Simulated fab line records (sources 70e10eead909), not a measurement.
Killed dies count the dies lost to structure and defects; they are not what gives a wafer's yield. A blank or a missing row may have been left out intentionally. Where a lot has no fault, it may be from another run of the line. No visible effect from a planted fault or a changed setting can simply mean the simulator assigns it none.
Which tool did it? | flow nand_harc | 13 lots with 39 wafers sampled at 5 steps, on a route of 1159 steps

## WHAT EACH GAUGE READ, for each wafer
NHARC_P_ZERO_WELL_CD_MEAS_24: the cd target is 720 nm. Usual: cd_nm 718.7 nm, standard deviation 1.8.
lot  | measured    | on        | cd_nm (nm)        | flag
L847 | day 1 14:28 | cd_sem-03 | 719.3 719.4 718.3 |
L848 | day 1 20:27 | cd_sem-02 | 717.5 720.2 718.0 |
L852 | day 2 20:36 | cd_sem-03 | 721.6 719.9 721.4 |
L859 | day 4 14:36 | cd_sem-01 | 751.6 751.4 720.0 | OFF
L860 | day 4 20:29 | cd_sem-03 | 752.0 719.2 716.5 | OFF
L861 | day 5 02:42 | cd_sem-01 | 717.1 718.7 719.0 |
L862 | day 5 08:28 | cd_sem-01 | 716.0 720.5 717.6 |
L863 | day 5 14:28 | cd_sem-02 | 719.8 717.6 718.8 |
L864 | day 5 20:28 | cd_sem-01 | 720.8 715.9 717.7 |
L865 | day 6 02:38 | cd_sem-01 | 717.9 718.2 716.3 |
L866 | day 6 08:42 | cd_sem-03 | 720.0 716.8 720.2 |
L868 | day 6 20:36 | cd_sem-02 | 722.9 721.9 722.3 |
L870 | day 7 08:28 | cd_sem-02 | 715.9 717.0 715.6 |

NHARC_P_GATE_CD_MEAS_33. Usual: cd_nm 119.6 nm, standard deviation 2.2.
lot  | measured     | on        | cd_nm (nm)        | flag
L847 | day 4 20:44  | cd_sem-03 | 119.7 119.6 121.6 |
L848 | day 4 20:53  | cd_sem-01 | 116.5 117.2 120.3 |
L852 | day 6 04:04  | cd_sem-03 | 118.6 119.1 119.8 |
L859 | day 7 22:00  | cd_sem-02 | 120.0 121.2 118.4 |
L860 | day 8 02:50  | cd_sem-03 | 119.9 119.6 117.8 |
L861 | day 7 22:17  | cd_sem-03 | 120.0 123.2 117.9 |
L862 | day 8 13:58  | cd_sem-01 | 119.8 117.9 121.5 |
L863 | day 8 20:42  | cd_sem-03 | 116.3 119.2 118.9 |
L864 | day 8 20:04  | cd_sem-03 | 117.1 119.0 119.7 |
L865 | day 9 06:51  | cd_sem-03 | 120.6 120.1 123.0 |
L866 | day 9 07:32  | cd_sem-03 | 117.3 120.8 122.7 |
L868 | day 9 18:46  | cd_sem-02 | 118.9 119.3 116.4 |
L870 | day 10 11:16 | cd_sem-03 | 117.9 117.0 116.2 |

## TOOL THAT RAN EACH LOT (tool first, then ch and the chambers of the sampled wafers, then the start)
lot  | NHARC_P_ZERO_WELL_EXPOSE_21      | NHARC_P_ZERO_WELL_RTA_42        | NHARC_P_GATE_ETCH_32
L847 | krf_scanner-01 ch 0, day 1 14:19 | rtp_anneal-02 ch 0, day 1 23:56 | rie_si-01 ch 0,2,3, day 4 20:25
L848 | krf_scanner-04 ch 0, day 1 20:17 | rtp_anneal-02 ch 0, day 2 00:37 | rie_si-06 ch 0,3, day 4 20:34
L852 | krf_scanner-03 ch 0, day 2 20:27 | rtp_anneal-02 ch 0, day 3 01:08 | rie_si-03 ch 0,1,3, day 6 03:47
L859 | krf_scanner-03 ch 0, day 4 14:26 | rtp_anneal-02 ch 0, day 4 18:53 | rie_si-03 ch 1,2,3, day 7 21:40
L860 | krf_scanner-03 ch 0, day 4 20:20 | rtp_anneal-01 ch 0, day 5 00:59 | rie_si-01 ch 0,2,3, day 8 02:26
L861 | krf_scanner-01 ch 0, day 5 02:33 | rtp_anneal-02 ch 0, day 5 07:13 | rie_si-01 ch 0,2,3, day 7 21:56
L862 | krf_scanner-04 ch 0, day 5 08:19 | rtp_anneal-01 ch 0, day 5 13:05 | rie_si-03 ch 1,2,3, day 8 13:38
L863 | krf_scanner-01 ch 0, day 5 14:19 | rtp_anneal-02 ch 0, day 5 18:46 | rie_si-03 ch 0,2,3, day 8 20:22
L864 | krf_scanner-01 ch 0, day 5 20:18 | rtp_anneal-01 ch 0, day 6 00:52 | rie_si-03 ch 2,3, day 8 19:44
L865 | krf_scanner-04 ch 0, day 6 02:28 | rtp_anneal-01 ch 0, day 6 06:58 | rie_si-06 ch 0,1, day 9 06:31
L866 | krf_scanner-01 ch 0, day 6 08:32 | rtp_anneal-02 ch 0, day 6 13:12 | rie_si-03 ch 0,1,2, day 9 07:11
L868 | krf_scanner-01 ch 0, day 6 20:27 | rtp_anneal-01 ch 0, day 7 01:06 | rie_si-01 ch 0,3, day 9 18:26
L870 | krf_scanner-04 ch 0, day 7 08:19 | rtp_anneal-01 ch 0, day 7 13:01 | rie_si-06 ch 1,3, day 10 10:57
- NHARC_P_ZERO_WELL_EXPOSE_21: exposes mask P NWELL, target cd 720 nm.
- NHARC_P_ZERO_WELL_RTA_42: time 300 s.
- NHARC_P_GATE_ETCH_32: etches the open film in HBr/Cl2, target depth 150 nm, time 100.1 s.

## WHAT THE TOOLS THEMSELVES READ (means of the sampled wafers that have a number; where no wafer has one, the mark that the record gives instead)
NHARC_P_ZERO_WELL_RTA_42. Usual: lamp_power_pct 34.2 %, standard deviation 1.8; lamp_zone_3_pct 34.2 %, standard deviation 1.8; lamp_zone_7_pct 34.5 %, standard deviation 1.8; wafer_temp_C_max 1104.6, standard deviation 1.
lot  | tool          | lamp_power_pct (%) | lamp_zone_3_pct (%) | lamp_zone_7_pct (%) | wafer_temp_C_max | flag
L847 | rtp_anneal-02 | 36.2               | 36.2                | 36.5                | 1104.4           |
L848 | rtp_anneal-02 | 36.2               | 36.2                | 36.6                | 1104.6           |
L852 | rtp_anneal-02 | 36.2               | 36.2                | 36.5                | 1103.7           |
L859 | rtp_anneal-02 | 36.2               | 36.2                | 36.5                | 1104.7           |
L860 | rtp_anneal-01 | 32.6               | 32.6                | 32.8                | 1104.8           |
L861 | rtp_anneal-02 | 36.2               | 36.2                | 36.6                | 1103.5           |
L862 | rtp_anneal-01 | 32.6               | 32.6                | 32.9                | 1105.0           |
L863 | rtp_anneal-02 | 36.3               | 36.2                | 36.5                | 1105.2           |
L864 | rtp_anneal-01 | 32.6               | 32.6                | 32.9                | 1106.1           |
L865 | rtp_anneal-01 | 32.5               | 32.5                | 32.9                | 1104.6           |
L866 | rtp_anneal-02 | 36.2               | 36.2                | 36.5                | 1105.2           |
L868 | rtp_anneal-01 | 32.6               | 32.5                | 32.8                | 1104.8           |
L870 | rtp_anneal-01 | 32.6               | 32.6                | 32.8                | 1104.9           |

NHARC_P_GATE_ETCH_32. Usual: drypump_motor_current_A 5.9 A, standard deviation 0.49; oes_product_au 1.004 a.u., standard deviation 0.01; throttle_valve_pct 26.406 %, standard deviation 0.0089.
lot  | tool      | drypump_motor_current_A (A) | oes_product_au (a.u.) | throttle_valve_pct (%) | flag
L847 | rie_si-01 | 5.6                         | 1.004                 | 26.402                 |
L848 | rie_si-06 | 5.7                         | 1.005                 | 26.408                 |
L852 | rie_si-03 | 6.0                         | 1.010                 | 26.417                 |
L859 | rie_si-03 | 5.9                         | 0.999                 | 26.411                 |
L860 | rie_si-01 | 5.6                         | 1.004                 | 26.405                 |
L861 | rie_si-01 | 5.6                         | 0.993                 | 26.418                 |
L862 | rie_si-03 | 5.9                         | 1.000                 | 26.410                 |
L863 | rie_si-03 | 6.2                         | 0.996                 | 26.415                 |
L864 | rie_si-03 | 6.3                         | 0.995                 | 26.407                 |
L865 | rie_si-06 | 6.0                         | 1.005                 | 26.409                 |
L866 | rie_si-03 | 5.8                         | 1.006                 | 26.413                 |
L868 | rie_si-01 | 5.3                         | 0.995                 | 26.417                 |
L870 | rie_si-06 | 6.1                         | 1.005                 | 26.404                 |

## THE ANSWER, worked out from the rows above alone
Rule: take the mean of a lot's wafers that have a number; if it is more than 3 standard deviations from the usual mean, the lot is off. A lot without any number at a reading at which 4 lots or more have one is off too. All remaining lots with rows at the step are treated as sound. After the gauges, taken in route order, come the tools' own readings; for these a lot's mean is taken, as printed above. At the first step where some lot is off, the reading lying furthest off is the one used; lots without a number count as furthest.
Off: L859, L860 (NHARC_P_ZERO_WELL_CD_MEAS_24, cd_nm).
A tool fits if, at a process step before that reading, it ran every lot that is off, and no sound lot after the first of them. Gauges at NHARC_P_ZERO_WELL_CD_MEAS_24: tried the same way as those tools. One fits: krf_scanner-03 at NHARC_P_ZERO_WELL_EXPOSE_21. Its last sound lot is L852 (day 2 20:27), its first lot that is off L859 (day 4 14:26): a fault that began between those two fits.

## WHAT HAD BEEN PUT IN BY THE SIMULATOR
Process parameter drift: krf_scanner-03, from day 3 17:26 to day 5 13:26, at NHARC_P_ZERO_WELL_EXPOSE_21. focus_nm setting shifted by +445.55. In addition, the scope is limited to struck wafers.
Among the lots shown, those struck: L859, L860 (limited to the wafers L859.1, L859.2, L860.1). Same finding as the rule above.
